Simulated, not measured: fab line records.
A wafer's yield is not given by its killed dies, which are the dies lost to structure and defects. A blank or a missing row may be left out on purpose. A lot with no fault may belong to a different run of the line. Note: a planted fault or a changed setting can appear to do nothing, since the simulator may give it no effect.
The same fault as seen by 2 desks -- flow n5_finfet -- what lay behind the numbers comes last; until then each desk has only its own

## THE TOOL OWNER'S DESK: rie_diel-03
The tool's own readings at N5_BEOL_M9_VIA_ETCH_34 (etches SiCOH lowk in C4F6/O2, target depth 182.4 nm, time 68.4 s): means of the sampled wafers that have a number, for each lot that ran on this tool. The brackets show how far a lot's mean lies from the usual mean; more than 4 standard deviations puts the lot out of limits, marked OUT.
Columns: A = drypump_motor_current_A at N5_BEOL_M9_VIA_ETCH_34, usual 5.7 A; B = oes_product_au at N5_BEOL_M9_VIA_ETCH_34, usual 0.77 a.u.; C = rf_vpp_V at N5_BEOL_M9_VIA_ETCH_34, usual 663 V; D = showerhead_plenum_p_Torr at N5_BEOL_M9_VIA_ETCH_34, usual 2.80 Torr; E = throttle_valve_pct at N5_BEOL_M9_VIA_ETCH_34, usual 20.99 %
lot,first seen here,A,B,C,D,E
L596,day 13 00:39,5.5,0.78,655,2.79,21.06
L599,day 14 20:13,5.6,0.62,643,2.72,20.94
This desk's verdict: no lot among the 2 shows anything out of limits.

## FROM THE METROLOGY DESK
Lot by lot, what the gauges showed, no matter which tool ran the lot: averages of those sampled wafers that carry a number. The brackets show how far a lot's mean lies from the usual mean; more than 4 standard deviations puts the lot out of limits, marked OUT. It has 10 readings; the 7 that lie furthest out on some lot are the ones shown.
Columns: A = DIBL_P at N5_BEOL_M4_RC_MEAS_101, usual 35 mV/V; B = IOFF_P at N5_BEOL_M4_RC_MEAS_101, usual 0.20 nA/um; C = ION_N at N5_BEOL_M4_RC_MEAS_101, usual 673 uA/um; D = ION_P at N5_BEOL_M4_RC_MEAS_101, usual 462 uA/um; E = SS_P at N5_BEOL_M4_RC_MEAS_101, usual 73.0 mV/dec; F = VT_N at N5_BEOL_M4_RC_MEAS_101, usual 252 mV; G = VT_P at N5_BEOL_M4_RC_MEAS_101, usual -251 mV
lot,first seen here,A,B,C,D,E,F,G
L594,day 11 05:23,33,0.15,659,450,72.8,256,-253
L596,day 11 05:25,33,0.21,682,479,72.1,252,-244
L599,day 12 23:55,38,0.23,680,464,73.6,246,-250
This desk's verdict: no lot among the 3 shows anything out of limits.

## BROUGHT TOGETHER
The desk of the tool owner found nothing out of limits.
At the metrology desk, nothing out of limits was observed.

## WHAT THE SIMULATOR HAD PUT IN
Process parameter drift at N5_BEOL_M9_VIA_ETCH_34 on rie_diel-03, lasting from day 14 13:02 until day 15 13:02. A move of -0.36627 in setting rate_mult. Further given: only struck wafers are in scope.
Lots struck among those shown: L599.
